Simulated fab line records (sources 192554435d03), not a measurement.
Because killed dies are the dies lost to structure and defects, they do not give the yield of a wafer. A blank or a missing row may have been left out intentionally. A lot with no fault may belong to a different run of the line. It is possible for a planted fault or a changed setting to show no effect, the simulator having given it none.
Problem report in the 8D (eight disciplines) form, filled by code :: flow n5_finfet :: the parts of the form that need people (team, actions taken, sign-off) are left out

== 1. THE PROBLEM ==
rf_fwd_power_W at N5_BEOL_M8_VIA_ETCH_34 reads a mean of 425.9 W on 1 wafer of 1 lot; wafers without a fault read 341.8 W with a standard deviation of 1.4. Measured from the usual mean, that is +60 standard deviations.
The step: etches SiCOH lowk in C4F6/O2, target depth 125.5 nm, time 50.5 s.
First observed at day 12 02:30: wafer L192.6, on rie_diel-02. At this step, 31 wafers from 11 lots have a number in the record. Rule for "out" (also "out of limits"): further than 4 standard deviations from the usual mean. The rest of the wafers with a number are treated as sound.

== 2. WHAT IT IS AND WHAT IT IS NOT ==
question: which readings at this step
is: rf_fwd_power_W, oes_f_703_au, oes_o_777_au, rf_vpp_V
is not: drypump_motor_current_A, showerhead_plenum_p_Torr, throttle_valve_pct

question: which lots
is: L192
is not: L184, L193, L194, L196, L197, L198, L199, L202, L203, L204

question: which wafers of those lots
is: all that have a number
is not: -

question: read on which tools
is: rie_diel-02
is not: rie_diel-01, rie_diel-06

question: when
is: from day 12 02:30
is not: up to then (6 sound wafers); but 24 sound wafers of L194, L196, L197, L198, L199, L202, L203, L204 came after

== 3. SUSPECTS, AND WHAT RULES EACH OUT ==
Counting: a tool at any process step up to the reading remains a suspect when it ran all the lots that are out and ran no sound lot after the first of those.
- rie_metal-02 at N5_BEOL_M8_HM_OPEN_17 (chemistry Cl2/BCl3, target TiN, target depth 20 nm, overetch 6 nm): ruled out as a lasting fault. Sound lots L194, L197, L198, L204, L203 ran on it after its first lot that is out, L192 (day 11 23:51).
- rie_diel-02 at N5_BEOL_M8_VIA_ETCH_34 (etches SiCOH lowk in C4F6/O2, target depth 125.5 nm, time 50.5 s): kept. It ran the lot that is out, L192 (day 12 02:30), and no sound lot after that; its last sound lot up to then is L184 (day 9 23:33). Its own oes_f_703_au, oes_o_777_au, rf_fwd_power_W, rf_vpp_V readings are out on those wafers.
After counting, what remains is rie_diel-02 at N5_BEOL_M8_VIA_ETCH_34.

== 4. THE CAUSE (what the simulator had put in) ==
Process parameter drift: rie_diel-02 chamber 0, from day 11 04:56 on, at N5_BEOL_M8_VIA_ETCH_34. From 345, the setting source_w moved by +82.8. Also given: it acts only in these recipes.
The count eliminated every tool but this one.

== 5. THE CHAIN OF EFFECTS, in route order ==
Each row: a reading whose mean over the struck wafers that have a number lies more than 3 standard deviations from the usual. Scope: only readings with a usual standard deviation given in the record; hours: median across lots of the time from each lot's start at the first step in this table that gives one to its start at this step; sigmas: change in usual standard deviations.
hours: 0
step: N5_BEOL_M8_VIA_ETCH_34
reading: oes_f_703_au
usual: 0.77 a.u.
on struck wafers: 1.18
change: +0.41
sigmas: +5.9

hours: 0
step: N5_BEOL_M8_VIA_ETCH_34
reading: oes_o_777_au
usual: 0.77 a.u.
on struck wafers: 1.14
change: +0.37
sigmas: +5.3

hours: 0
step: N5_BEOL_M8_VIA_ETCH_34
reading: rf_fwd_power_W
usual: 341.8 W
on struck wafers: 425.9
change: +84.1
sigmas: +60

hours: 0
step: N5_BEOL_M8_VIA_ETCH_34
reading: rf_vpp_V
usual: 664 V
on struck wafers: 597
change: -67
sigmas: -12
Here are the process steps it includes:
- N5_BEOL_M8_VIA_ETCH_34: etches SiCOH lowk in C4F6/O2, target depth 125.5 nm, time 50.5 s.

== 6. HOW IT WOULD HAVE BEEN CAUGHT EARLIER ==
In this record no reading fell out of limits until day 12 02:30, 22 hours after the fault had begun at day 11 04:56.
